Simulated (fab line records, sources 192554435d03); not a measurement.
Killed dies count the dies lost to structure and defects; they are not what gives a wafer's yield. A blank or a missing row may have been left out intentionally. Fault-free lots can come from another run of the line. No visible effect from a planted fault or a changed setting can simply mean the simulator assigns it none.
A lot that was struck, set against a sound lot | flow n5 finfet | 26 steps out of a route of 1938
Sound: wafers L312.2, L312.5, L312.6. Wafers struck: L322.1, L322.5, L322.6. At the end, the cause is stated.
For every step that has rows: the tool of each side, followed by ch and its chambers, followed by its first start. Under that, the readings that differ: sound wafers | struck wafers | difference of the means | sigmas: that difference in standard deviations of wafers without a fault.
alike: readings whose means differ by less than 2 such deviations, and words and numbers that are the same on both sides. not compared: withheld readings, readings that some wafer has no value for, bounds like >300 that may hide the same value, and numbers for which the record gives no deviation and whose values overlap.
The two part at a step that has a row with sigmas, a row that says differs or no value, or rows on one side only. Numbers that don't overlap but have no deviation are shown without sigmas and don't part them. A reading missing from all wafers of one side parts the sides only when that side holds two or more wafers.

N5_BEOL_M14_SPUTTER_44: material Ta, target thk 15 nm, time 24.19 s.
  struck on pvd sputter-02, day 14 15:43; sound on pvd sputter-01, day 11 18:08
  alike: bias v, throttle valve pct
N5_BEOL_M14_SPUTTER_45: material Cu, target thk 100 nm, time 16.67 s.
  struck on pvd sputter-02, day 14 15:48; sound on pvd sputter-01, day 11 18:13
  alike: bias v, throttle valve pct
then, 1 step without rows for these wafers: N5_BEOL_M14_ECD_47 (material Cu, target thk 1248 nm).
N5_BEOL_M14_ANNEAL_48: time 90 s.
  sound on rtp anneal-02 ch 0, day 11 18:43; struck on rtp anneal-01 ch 0, day 14 16:07
  reading          | sound                | struck               | difference | sigmas
  wafer_temp_C_max | 226.45 225.76 226.22 | 225.62 225.74 225.44 | -0.54      | -2
then, 1 step without rows for these wafers: N5_BEOL_M14_CMP_49 (polishes, stops on SiO2, t overpolish 5.2 s, target thk 560 nm).
N5_BEOL_M14_THK_MEAS_50: measures by xrf.
  struck on film metro-01, day 14 16:42; sound on film metro-01, day 11 19:16
  alike: M14_THK
then, 1 step without rows for these wafers: N5_BEOL_M14_PRE_CLEAN_52 (time 15 s).
N5_BEOL_M14_DEP_53: deposits SiCN from 3MS/NH3, target thk 50 nm, time 17.8 s.
  sound on pecvd-04 ch 0,1,2, day 11 19:20; struck on pecvd-03 ch 0,1, day 14 16:46
  alike: showerhead plenum p Torr, throttle valve pct
N5_BEOL_M14_RS_MEAS_54: a four-point-probe measurement.
  struck on film metro-01, day 14 16:50; sound on film metro-02, day 11 19:24
  alike: M14_RS
N5_BEOL_M14_INSPECT_55: inspects for defects (darkfield).
  struck on defect inspect-02, day 14 16:52; sound on defect inspect-02, day 11 19:25
  alike: raw defect count
then, 1 step without rows for these wafers: N5_BEOL_M15_ILD_DEP_00 (deposits SiO2 from TEOS/O2, target thk 1629.3 nm, time 346.1 s).
N5_BEOL_M15_THK_MEAS_01:
  struck on film metro-01, day 14 17:10; sound on film metro-01, day 11 19:43
  alike: M15_ILD_THK
N5_BEOL_M15_COAT_58: time 60 s, resist thk 89 nm.
  sound on litho track-05 ch 0, day 11 19:44; struck on litho track-05 ch 0, day 14 17:11
  reading                                    | sound                | struck               | difference | sigmas
  spin speed rpm (rpm)                       | 1499.2 1498.8 1498.7 | 1700.7 1698.1 1698.1 | +200.1     | +99 or more
  model.BARC_of_BEOL_M15_COAT_58.thk nm (nm) | 89.4 89.4 89.2       | 83.8 84 84           | -5.4       |
  alike: plate temp C
then, 7 steps without rows for these wafers: N5_BEOL_M15_COAT_04 (resist thk 800 nm); N5_BEOL_M15_EBR_06; N5_BEOL_M15_SOFTBAKE_05 (time 60 s); N5_BEOL_M15_EXPOSE_07 (exposes mask V14); N5_BEOL_M15_PEB_08 (peb time 90 s); N5_BEOL_M15_DEVELOP_09 (develop time 45 s); N5_BEOL_M15_HARDBAKE_14 (time 120 s).
N5_BEOL_M15_CD_MEAS_10: the cd target is 360 nm.
  sound on cd sem-01 ch 0, day 11 20:08; struck on cd sem-01 ch 0, day 14 17:28
  alike: cd nm
N5_BEOL_M15_OVL_MEAS_11:
  sound on overlay-01 ch 0, day 11 20:10; struck on overlay-02 ch 0, day 14 17:29
  alike: V14_OVL
N5_BEOL_M15_INSPECT_12: inspects for defects (macro).
  struck on defect inspect-02, day 14 17:31; sound on defect inspect-02, day 11 20:11
  reading          | sound | struck | difference | sigmas
  raw defect count | 6 2 3 | 1 0 0  | -3         | -2
N5_BEOL_M15_DESCUM_15: chemistry O2, time 7.9 s.
  sound on rie diel-03 ch 0,1,3, day 11 20:14; struck on rie diel-03 ch 0,1,2, day 14 17:33
  alike: drypump motor current A, oes product au, rf vpp V, showerhead plenum p Torr, throttle valve pct
  not compared: rf hours counter h
N5_BEOL_M15_ETCH_59: etches BARC in N2/H2, target depth 89 nm, overetch 26.7 nm, time 67.9 s.
  sound on rie diel-03 ch 0,1,3, day 11 20:17; struck on rie diel-03 ch 0,1,2, day 14 17:35
  reading                  | sound            | struck            | difference | sigmas
  model.etch.depth nm (nm) | 89.47 89.5 89.14 | 83.75 83.94 83.94 | -5.49      |
  alike: drypump motor current A, oes product au, rf vpp V, showerhead plenum p Torr, throttle valve pct
  not compared: rf hours counter h
then, 1 step without rows for these wafers: N5_BEOL_M15_VIA_ETCH_16 (etches SiO2 in C4F8/O2/Ar, target depth 1792.2 nm).

== WHERE THEY PART ==
Last at N5_BEOL_M15_INSPECT_12 as far as this record goes, first at N5_BEOL_M14_ANNEAL_48. Later steps at which nothing parts them and some readings are alike: N5_BEOL_M15_DESCUM_15, N5_BEOL_M15_ETCH_59.

WHY: whatever the simulator had introduced
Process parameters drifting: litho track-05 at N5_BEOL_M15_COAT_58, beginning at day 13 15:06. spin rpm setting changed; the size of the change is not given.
